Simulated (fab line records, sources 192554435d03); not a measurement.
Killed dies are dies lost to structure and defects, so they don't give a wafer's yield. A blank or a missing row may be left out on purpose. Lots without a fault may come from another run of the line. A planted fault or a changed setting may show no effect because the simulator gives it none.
Chamber matching | flow n5_finfet | N5_BEOL_M14_STRIP_37 on rie_diel-03: 4 sister chambers
The step strips in O2. 14 wafers are shown with their chamber, then 7 later ones without.

WAFERS WITH THEIR CHAMBER
wafer  | chamber | drypump_motor_current_A (A) | throttle_valve_pct (%) | oes_product_au (a.u.)
L076.1 | 3       | 5.1                         | 16.92                  | 0.68
L076.3 | 1       | 5.8                         | 16.40                  | 0.86
L076.5 | 2       | 5.6                         | 16.90                  | 0.77
L083.1 | 0       | 6.0                         | 16.64                  | 0.98
L083.2 | 1       | 5.8                         | 16.44                  | 0.82
L083.5 | 2       | 5.6                         | 16.93                  | 0.76
L084.1 | 0       | 6.0                         | 16.68                  | 0.94
L084.4 | 1       | 5.8                         | 16.42                  | 0.82
L084.5 | 3       | 5.1                         | 16.50                  | 0.97
L090.1 | 3       | 5.1                         | 16.50                  | 0.92
L090.4 | 1       | 5.8                         | 16.44                  | 0.81
L090.5 | 0       | 6.0                         | 16.71                  | 0.93
L089.1 | 3       | 5.0                         | 16.52                  | 0.94
L089.4 | 1       | 5.8                         | 16.47                  | 0.81

SIGNATURES (means of the wafers above)
reading                 | chamber 0 | chamber 1 | chamber 2 | chamber 3 | scatter within a chamber
drypump_motor_current_A | 6.000     | 5.800     | 5.600     | 5.075     | 0.0274
throttle_valve_pct      | 16.6767   | 16.4340   | 16.9150   | 16.6100   | 0.116
oes_product_au          | 0.9500    | 0.8240    | 0.7650    | 0.8775    | 0.0751
Rule: a wafer's distance from a chamber is the root of the sum, over the readings, of the square of ((its reading less the chamber's mean) divided by the reading's scatter). The wafer belongs to the nearest chamber; if the next one is less than 2 further off, it can't be placed. The scatter: the root of (the sum of the squares of (reading less its chamber's mean) over the shown wafers, divided by (wafers less chambers)).

WAFERS WITHOUT THEIR CHAMBER
wafer  | drypump_motor_current_A (A) | throttle_valve_pct (%) | oes_product_au (a.u.)
L089.6 | 5.8                         | 16.46                  | 0.80
L091.1 | 5.1                         | 16.53                  | 0.92
L091.4 | 5.7                         | 16.96                  | 0.73
L091.5 | 5.1                         | 16.54                  | 0.92
L094.1 | 6.0                         | 16.66                  | 0.92
L094.5 | 5.7                         | 16.95                  | 0.74
L094.6 | 5.1                         | 16.56                  | 0.90

WHICH CHAMBER EACH WENT THROUGH
wafer  | from the rows above | in truth
L089.6 | 1                   | 1
L091.1 | 3                   | 3
L091.4 | 2                   | 2
L091.5 | 3                   | 3
L094.1 | 0                   | 0
L094.5 | 2                   | 2
L094.6 | 3                   | 3
Placed correctly: 7 of 7. Can't be placed from these rows: 0. Placed wrongly: 0.
